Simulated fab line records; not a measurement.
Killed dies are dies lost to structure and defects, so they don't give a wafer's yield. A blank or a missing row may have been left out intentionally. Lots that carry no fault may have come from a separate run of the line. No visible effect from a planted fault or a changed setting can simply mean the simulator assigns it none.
Comparing a struck lot with a sound one || flow n5-finfet || 15 out of 1938 route steps
Sound: these wafers, L848.1, L848.4, L848.5. Struck: wafer L863.4 (L863.3, L863.5, from the same lot, were not struck and are left out); the cause is given at the end.
Each step with rows lists, per side, the tool, then ch with its chambers, then its first start. Under that, the readings that differ: sound wafers || struck wafers || difference of the means || sigmas: that difference in standard deviations of wafers without a fault.
alike: words and numbers the same on both sides, and readings whose means are apart by under 2 such deviations; not compared: readings that were withheld, readings missing a value for some wafer, numbers with overlapping values and no deviation given by the record, and bounds like >300 which may hide the same value.
A row with sigmas, a row that says differs or no value, or rows on one side alone: a step with any of these is where the two part. When numbers do not overlap yet have no deviation, they are printed without sigmas and do not part them. A reading that every wafer of one side lacks parts them only if that side has two wafers or more.

first, 1 step without rows for these wafers: N5_BEOL_M7_CURE_75 (cures SiCOH lowk, time 120 s).
N5_BEOL_M7_DEGAS_44: time 60 s.
  sound on pvd-sputter-02 at day 9 19:50; struck on pvd-sputter-02 at day 13 22:31
  alike: heater-power-w
N5_BEOL_M7_PRE_CLEAN_45: time 30 s.
  sound on pvd-sputter-02 at day 9 19:53; struck on pvd-sputter-02 at day 13 22:34
  alike: heater-power-w
N5_BEOL_M7_ALD_77: deposits TaN, target thk 2 nm, pulse time 2 s, purge time 3 s.
  sound on ald-metal-02 ch 0,2,3, day 9 19:58; struck on ald-metal-02 ch 0, day 13 22:37
  alike: heater-power-w
then, 2 steps without rows for these wafers: N5_BEOL_M7_SURFACE_TREAT_79; N5_BEOL_M7_CVD_78 (deposits Co from CCTBA/H2, target thk 2 nm, time 142.3 s).
N5_BEOL_M7_SPUTTER_48: material Cu, target thk 10 nm, time 1.667 s.
  sound on pvd-sputter-03 at day 9 20:31; struck on pvd-sputter-03 at day 13 23:25
  alike: chuck-sensor-temp-C, throttle-valve-pct
then, 2 steps without rows for these wafers: N5_BEOL_M7_ECD_50 (material Cu, target thk 300 nm); N5_BEOL_M7_ANNEAL_51 (time 90 s).
N5_BEOL_M7_CMP_52: polishes, stops on SiCOH lowk, t overpolish 6.9 s, target thk 80 nm.
  sound on cmp-02 ch 0,2, day 9 21:08; struck on cmp-02 ch 2, day 14 00:07
  alike: barrier-field-endpoint-s, clearing-platen-rpm, motor-current-A, overpolish-run-s, time-to-endpoint-s
N5_BEOL_M7_THK_MEAS_53: measures by xrf.
  sound on film-metro-02 at day 9 21:23; struck on film-metro-02 at day 14 00:25
  alike: M7_THK
then, 1 step without rows for these wafers: N5_BEOL_M7_PRE_CLEAN_55 (time 15 s).
N5_BEOL_M7_DEP_56: deposits SiCN from 3MS/NH3, target thk 10 nm, time 17.5 s.
  sound on pecvd-02 ch 0,1,2, day 9 21:26; struck on pecvd-02 ch 1, day 14 00:29
{"reading": "model.SiCN_of_BEOL_M7_DEP_56.thk-nm (nm)", "sound": "10 10.4 10", "struck": 8.8, "difference": -1.3, "sigmas": ""}
  alike: showerhead-plenum-p-Torr, showerhead-vpp-V, throttle-valve-pct
  not compared: rf-fwd-power-W
N5_BEOL_M7_RS_MEAS_57: measurement is done with a four-point probe.
  sound on film-metro-01 at day 9 21:31; struck on film-metro-02 at day 14 00:33
  alike: M7_RS
-- the record jumps here: 3 days lie between the struck wafers' starts before and after (it left off in module BEOL_M7 and takes up again in module PASSIVATION, whose first step shown is number 1936 of the route) --
N5_PASSIVATION_PROBE_49:
  sound on prober-02 at day 12 19:43; struck on prober-01 at day 16 22:32
  alike: defect-limited-yield, killed_at_M0_to_M3, killed_at_M4_up, killed-at-contacts, killed-at-front-end, killed-at-other, killed-dies, killed-open, killed-short, sort_bin_4_leakage, sort_bin_5_function, sort_bin_6_memory, sort-n-pass, sort-yield-pct

## WHERE THEY PART
Nowhere in this record.

WHY: what the simulator had put in
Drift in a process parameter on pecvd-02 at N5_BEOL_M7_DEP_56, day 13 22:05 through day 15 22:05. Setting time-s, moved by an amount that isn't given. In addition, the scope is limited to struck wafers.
